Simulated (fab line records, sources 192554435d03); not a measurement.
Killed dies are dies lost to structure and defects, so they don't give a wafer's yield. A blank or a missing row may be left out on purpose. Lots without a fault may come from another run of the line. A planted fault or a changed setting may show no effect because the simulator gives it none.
One fault seen from 2 desks | flow n5_finfet | each desk has only its own numbers; what lay behind them comes last

THE METROLOGY DESK
What the gauges read, lot by lot, whatever tool the lot ran on: means of the sampled wafers that have a number. A lot is out of limits, marked OUT, if its mean lies more than 4 standard deviations from the usual mean; the brackets give that distance. Of its 12 readings 7 are shown: those that lie furthest out on some lot.
Columns: A = M2_RS at N5_BEOL_M2_RS_MEAS_58, usual 0.682 ohm/sq; B = cd_nm at N5_BEOL_M3_CD_MEAS_28, usual 25.68 nm; C = DIBL_N at N5_BEOL_M4_RC_MEAS_101, usual 36.0 mV/V; D = DIBL_P at N5_BEOL_M4_RC_MEAS_101, usual 36.2 mV/V; E = ION_N at N5_BEOL_M4_RC_MEAS_101, usual 672 uA/um; F = SS_P at N5_BEOL_M4_RC_MEAS_101, usual 73.2 mV/dec; G = VT_P at N5_BEOL_M4_RC_MEAS_101, usual -251 mV
lot  | first seen here | A     | B     | C    | D    | E   | F    | G
L568 | day 7 21:16     | 0.707 | 25.34 | 35.0 | 35.5 | 677 | 73.6 | -254
L571 | day 8 07:47     | 0.681 | 25.73 | 35.6 | 35.1 | 665 | 72.5 | -249
L572 | day 8 12:24     | 0.717 | 25.63 | 34.4 | 35.0 | 666 | 73.1 | -250
L575 | day 8 22:23     | 0.700 | 25.88 | 35.7 | 36.0 | 681 | 73.1 | -249
L577 | day 10 04:10    | 0.733 | 25.81 | 39.1 | 40.7 | 676 | 74.0 | -248
L578 | day 10 11:19    | 0.695 | 25.53 | 34.8 | 33.4 | 668 | 72.6 | -248
L586 | day 12 03:39    | 0.686 | 25.86 | 39.4 | 38.8 | 693 | 74.5 | -249
L589 | day 12 15:18    | 0.676 | 25.52 | 38.1 | 36.6 | 680 | 73.2 | -244
L590 | day 13 05:24    | 0.656 | 25.69 | 36.5 | 38.5 | 689 | 73.8 | -251
L591 | day 13 11:39    | 0.643 | 25.75 | 36.6 | 36.4 | 679 | 73.1 | -248
This desk's finding: nothing out of limits on any of the 10 lots.

THE TOOL OWNER'S DESK: litho_track-05
The tool's own readings at N5_BEOL_M3_COAT_22 (resist thk 30 nm): means of the sampled wafers that have a number, for each lot that ran on this tool. A lot is out of limits, marked OUT, if its mean lies more than 4 standard deviations from the usual mean; the brackets give that distance.
Columns: A = resist_line_temp_C at N5_BEOL_M3_COAT_22, usual 23.00 C; B = spin_speed_rpm at N5_BEOL_M3_COAT_22, usual 1499.9 rpm
lot  | first seen here | A     | B
L571 | day 8 10:45     | 22.93 | 1499.9
L575 | day 9 01:25     | 22.99 | 1501.0
L577 | day 10 06:28    | 23.07 | 1608.1 (+99 or more) OUT
L578 | day 10 13:16    | 22.99 | 1607.5 (+99 or more) OUT
L591 | day 13 15:16    | 22.96 | 1500.7
This desk's finding: out of limits on L577, L578; first on L577, day 10 06:28 (spin_speed_rpm at N5_BEOL_M3_COAT_22). In limits: L571, L575, L591.

PUT TOGETHER
The tool owner's desk could have raised an alarm at day 10 06:28, on L577, L578.
The metrology desk saw nothing out of limits.
The metrology desk has L577, L578 on record, within its limits.
Of the lots named, all ran N5_BEOL_M3_COAT_22 on litho_track-05.

WHAT THE SIMULATOR HAD PUT IN
Process parameter drift: litho_track-05, from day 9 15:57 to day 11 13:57, at N5_BEOL_M3_COAT_22. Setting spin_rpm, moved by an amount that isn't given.
Lots struck among those shown: L577, L578.
Hours from the fault's start to each desk's first reading out of limits: the tool owner's desk, 15.
